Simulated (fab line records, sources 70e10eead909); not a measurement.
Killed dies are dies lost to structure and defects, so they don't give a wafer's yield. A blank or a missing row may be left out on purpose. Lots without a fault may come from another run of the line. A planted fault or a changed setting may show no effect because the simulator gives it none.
One fault seen from 2 desks | flow nand_harc | each desk has only its own numbers; what lay behind them comes last

THE METROLOGY DESK
What the gauges read, lot by lot, whatever tool the lot ran on: means of the sampled wafers that have a number. A lot is out of limits, marked OUT, if its mean lies more than 4 standard deviations from the usual mean; the brackets give that distance.
Columns: A = cd_nm at NHARC_THIN_TSV_CD_MEAS_33, usual 5000.7 nm
lot  | first seen here | A
L254 | day 19 14:13    | 5000.7
L252 | day 19 15:40    | 4999.9
L253 | day 19 18:52    | 5002.3
L257 | day 19 23:52    | 4998.5
L258 | day 20 01:55    | 5001.2
L255 | day 20 11:19    | 5000.5
L256 | day 20 18:35    | 4998.2
L261 | day 21 04:16    | 4998.9
L266 | day 21 20:02    | 4999.3
L263 | day 21 22:21    | 5001.5
L265 | day 23 12:55    | 5001.9
L274 | day 24 13:49    | 4998.9
L275 | day 24 19:51    | 5001.8
This desk's finding: nothing out of limits on any of the 13 lots.

THE TOOL OWNER'S DESK: ecd_cu-02
The tool's own readings at NHARC_A_BONDPAD_ECD_18 (material Cu, target thk 400 nm): means of the sampled wafers that have a number, for each lot that ran on this tool. A lot is out of limits, marked OUT, if its mean lies more than 4 standard deviations from the usual mean; the brackets give that distance.
Columns: A = bath_temp_c at NHARC_A_BONDPAD_ECD_18, usual 25.01 C
lot  | first seen here | A
L254 | day 18 10:50    | 25.10
L257 | day 19 01:08    | 25.06
L258 | day 19 05:02    | 25.08
L256 | day 19 19:05    | 25.06
L261 | day 20 07:40    | 25.01
This desk's finding: nothing out of limits on any of the 5 lots.

PUT TOGETHER
The metrology desk saw nothing out of limits.
The tool owner's desk saw nothing out of limits.

WHAT THE SIMULATOR HAD PUT IN
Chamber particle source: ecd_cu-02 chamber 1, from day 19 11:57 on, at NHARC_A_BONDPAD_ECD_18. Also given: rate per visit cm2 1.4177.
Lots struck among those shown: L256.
